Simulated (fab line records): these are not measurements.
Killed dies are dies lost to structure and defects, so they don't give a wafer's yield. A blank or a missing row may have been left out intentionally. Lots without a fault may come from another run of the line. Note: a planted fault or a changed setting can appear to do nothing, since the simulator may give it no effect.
Matching of chambers || flow n5_finfet || rie_diel-01 running N5_BEOL_M6_ETCH_66: 4 sister chambers
The step etches SOC in N2/H2, target depth 80 nm, overetch 16 nm, time 120 s. 4 wafers are shown with their chamber, then 7 later ones without.

## WAFERS, EACH WITH ITS CHAMBER
{"wafer": "L075.6", "chamber": 3, "drypump_motor_current_A (A)": 6.2}
{"wafer": "L089.3", "chamber": 2, "drypump_motor_current_A (A)": 5.6}
{"wafer": "L091.3", "chamber": 0, "drypump_motor_current_A (A)": 5.2}
{"wafer": "L091.4", "chamber": 1, "drypump_motor_current_A (A)": 5.4}

## WAFERS WITH NO CHAMBER GIVEN
{"wafer": "L091.6", "drypump_motor_current_A (A)": 5.6}
{"wafer": "L095.1", "drypump_motor_current_A (A)": 5.2}
{"wafer": "L095.2", "drypump_motor_current_A (A)": 6.2}
{"wafer": "L095.3", "drypump_motor_current_A (A)": 5.5}
{"wafer": "L096.3", "drypump_motor_current_A (A)": 5.2}
{"wafer": "L096.5", "drypump_motor_current_A (A)": 5.2}
{"wafer": "L096.6", "drypump_motor_current_A (A)": 5.3}

## CHAMBER TAKEN BY EACH
{"wafer": "L091.6", "from the rows above": 2, "in truth": 2}
{"wafer": "L095.1", "from the rows above": 0, "in truth": 0}
{"wafer": "L095.2", "from the rows above": 3, "in truth": 3}
{"wafer": "L095.3", "from the rows above": "can't be placed: 1 or 2", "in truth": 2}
{"wafer": "L096.3", "from the rows above": 0, "in truth": 0}
{"wafer": "L096.5", "from the rows above": 0, "in truth": 0}
{"wafer": "L096.6", "from the rows above": "can't be placed: 0 or 1", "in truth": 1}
Correct placement for 5 of the 7. Can't be placed from these rows: 2 (the true chamber is among the candidates in 2). 0 placed wrongly.
How it was worked out, from the rows above alone: a wafer's distance from a chamber is the root of the sum, over the readings, of the square of ((its reading less the chamber's mean) divided by the reading's scatter). If the next closest chamber is less than 2 further off than the closest, the wafer can't be placed; otherwise it belongs to the closest. A chamber's mean is the mean of its shown wafers. The scatter: with one shown wafer a chamber, the root of the mean of the squares of how far each hidden wafer lies from its nearest shown one.
